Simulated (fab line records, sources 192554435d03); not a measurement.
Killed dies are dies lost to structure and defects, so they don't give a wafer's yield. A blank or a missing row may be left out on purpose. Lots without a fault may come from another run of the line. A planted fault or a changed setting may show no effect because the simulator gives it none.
Chamber matching | flow n5_finfet | N5_BEOL_M7_STRIP_36 on rie_diel-06: 4 sister chambers
The step strips in N2/H2. 4 wafers are shown with their chamber, then 7 later ones without.

WAFERS WITH THEIR CHAMBER
wafer  | chamber | throttle_valve_pct (%)
L089.2 | 0       | 23.9
L089.3 | 2       | 23.5
L089.4 | 1       | 22.7
L089.5 | 3       | 24.2

WAFERS WITHOUT THEIR CHAMBER
wafer  | throttle_valve_pct (%)
L089.6 | 23.6
L093.1 | 22.7
L093.2 | 23.9
L093.6 | 23.5
L094.3 | 23.5
L094.4 | 23.9
L094.6 | 23.9

WHICH CHAMBER EACH WENT THROUGH
wafer  | from the rows above | in truth
L089.6 | 2                   | 2
L093.1 | 1                   | 1
L093.2 | 0                   | 0
L093.6 | 2                   | 2
L094.3 | 2                   | 2
L094.4 | 0                   | 0
L094.6 | 0                   | 0
Placed correctly: 7 of 7. Can't be placed from these rows: 0. Placed wrongly: 0.
How it was worked out, from the rows above alone: a wafer's distance from a chamber is the root of the sum, over the readings, of the square of ((its reading less the chamber's mean) divided by the reading's scatter). The wafer belongs to the nearest chamber; if the next one is less than 2 further off, it can't be placed. A chamber's mean is the mean of its shown wafers. The scatter: with one shown wafer a chamber, the root of the mean of the squares of how far each hidden wafer lies from its nearest shown one.
